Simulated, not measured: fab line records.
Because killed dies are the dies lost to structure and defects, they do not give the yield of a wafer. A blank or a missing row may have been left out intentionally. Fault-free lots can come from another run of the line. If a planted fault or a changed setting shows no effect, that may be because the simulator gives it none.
A struck lot beside a sound one -- flow n5_finfet -- 15 steps out of a route of 1938
Sound: these wafers, L109.2, L109.3, L109.5. Struck: wafers L119.3, L119.5. (L119.2 of the same lot was not struck and is left out.) The cause comes at the end.
Order at every step that has rows: each side's tool, ch and its chambers, its first start. Under that, the readings that differ: sound wafers -- struck wafers -- difference of the means -- sigmas: that difference in standard deviations of wafers without a fault.
alike: readings whose means differ by less than 2 such deviations, and words and numbers that are the same on both sides. not compared: withheld readings, readings that some wafer has no value for, bounds like >300 that may hide the same value, and numbers for which the record gives no deviation and whose values overlap.
Wherever a step has rows on one side only, a row that says differs or no value, or a row with sigmas, the two part there. Non-overlapping numbers with no deviation appear without sigmas and do not part them. A reading that every wafer of one side lacks parts them only if that side has two wafers or more.

first, 2 steps without rows for these wafers: N5_BEOL_M4_PEB_09 (peb time 60 s); N5_BEOL_M4_DEVELOP_10 (develop time 30 s).
N5_BEOL_M4_CD_MEAS_11: the cd target is 16.79 nm.
  sound on cd_sem-01 ch 0, day 9 04:53; struck on cd_sem-01 ch 0, day 12 10:53
  alike: cd_nm
N5_BEOL_M4_OVL_MEAS_12:
  sound on overlay-02 ch 0, day 9 04:55; struck on overlay-01 ch 0, day 12 10:55
  alike: M4_OVL
N5_BEOL_M4_INSPECT_13: inspects for defects (brightfield).
  sound on defect_inspect-02, day 9 04:58; struck on defect_inspect-02, day 12 10:58
  alike: raw_defect_count
N5_BEOL_M4_DESCUM_16: chemistry O2, time 7 s.
  sound on rie_diel-04 ch 0,1,2, day 9 05:01; struck on rie_diel-03 ch 0,1, day 12 11:01
  alike: drypump_motor_current_A, oes_product_au, rf_vpp_V, showerhead_plenum_p_Torr, throttle_valve_pct
  not compared: rf_hours_counter_h
N5_BEOL_M4_ETCH_74: etches underlayer in N2/H2, target depth 6.5 nm, time 5.2 s.
  sound on rie_diel-04 ch 0,1,2, day 9 05:02; struck on rie_diel-03 ch 0,1, day 12 11:02
  alike: drypump_motor_current_A, etch_rf_on_time_s, oes_product_au, rf_vpp_V, showerhead_plenum_p_Torr, throttle_valve_pct
  not compared: rf_hours_counter_h
then, 1 step without rows for these wafers: N5_BEOL_M4_ETCH_63 (etches SiARC in CF4, target depth 15.6 nm, time 26 s).
N5_BEOL_M4_ETCH_64: etches SOC in N2/H2, target depth 75 nm, overetch 22.5 nm, time 121.9 s.
  sound on rie_diel-04 ch 0,1,2, day 9 05:05; struck on rie_diel-03 ch 0,1, day 12 11:05
  alike: drypump_motor_current_A, oes_product_au, rf_vpp_V, showerhead_plenum_p_Torr, throttle_valve_pct
  not compared: rf_hours_counter_h
then, 2 steps without rows for these wafers: N5_BEOL_M4_STRIP_65 (strips in N2/H2); N5_BEOL_M4_STRIP_75 (strips in N2/H2).
N5_BEOL_M4_STRIP_66: strips in CF4.
  sound on rie_diel-04 ch 0,1,2, day 9 05:13; struck on rie_diel-03 ch 0,1, day 12 11:13
  alike: drypump_motor_current_A, oes_product_au, rf_vpp_V, showerhead_plenum_p_Torr, throttle_valve_pct
  not compared: rf_hours_counter_h
N5_BEOL_M4_HM_OPEN_17: chemistry Cl2/BCl3, target TiN, target depth 20 nm, overetch 6 nm.
  sound on rie_metal-02 ch 0, day 9 05:16; struck on rie_metal-03 ch 0, day 12 11:16
reading,sound,struck,difference,sigmas
bcl3_flow_sccm (sccm),21.62 21.72 21.62,21.78 21.91,+0.19,+3
drypump_motor_current_A (A),6.0 6.0 6.0,4.9 4.9,-1.1,-3
throttle_valve_pct (%),22.00 22.00 21.96,22.38 22.37,+0.39,+3
  alike: oes_product_au
  not compared: rf_hours_counter_h, model.SOC_of_BEOL_M4_COAT_61.thk_nm
N5_BEOL_M4_STRIP_19: strips in O2.
  sound on rie_diel-03 ch 0,2, day 9 05:25; struck on rie_diel-03 ch 2,3, day 12 11:22
reading,sound,struck,difference,sigmas
oes_product_au (a.u.),0.99 0.72 0.97,0.70 0.70,-0.19,-3
throttle_valve_pct (%),16.27 16.77 16.28,16.83 17.03,+0.49,+3
  alike: drypump_motor_current_A, rf_vpp_V, showerhead_plenum_p_Torr
  not compared: rf_hours_counter_h
N5_BEOL_M4_RC_MEAS_101:
  sound on prober-02 ch 0, day 10 13:40; struck on prober-01 ch 0, day 13 09:08
  alike: DIBL_N, DIBL_P, IOFF_N, IOFF_P, ION_N, ION_P, SS_N, SS_P, VT_N, VT_P

== WHERE THEY PART ==
First at N5_BEOL_M4_HM_OPEN_17; last, within this record, at N5_BEOL_M4_STRIP_19. Later steps at which nothing parts them and some readings are alike: N5_BEOL_M4_RC_MEAS_101.

WHY: what had been put in by the simulator
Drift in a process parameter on rie_metal-03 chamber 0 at N5_BEOL_M4_HM_OPEN_17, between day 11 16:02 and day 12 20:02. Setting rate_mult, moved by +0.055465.
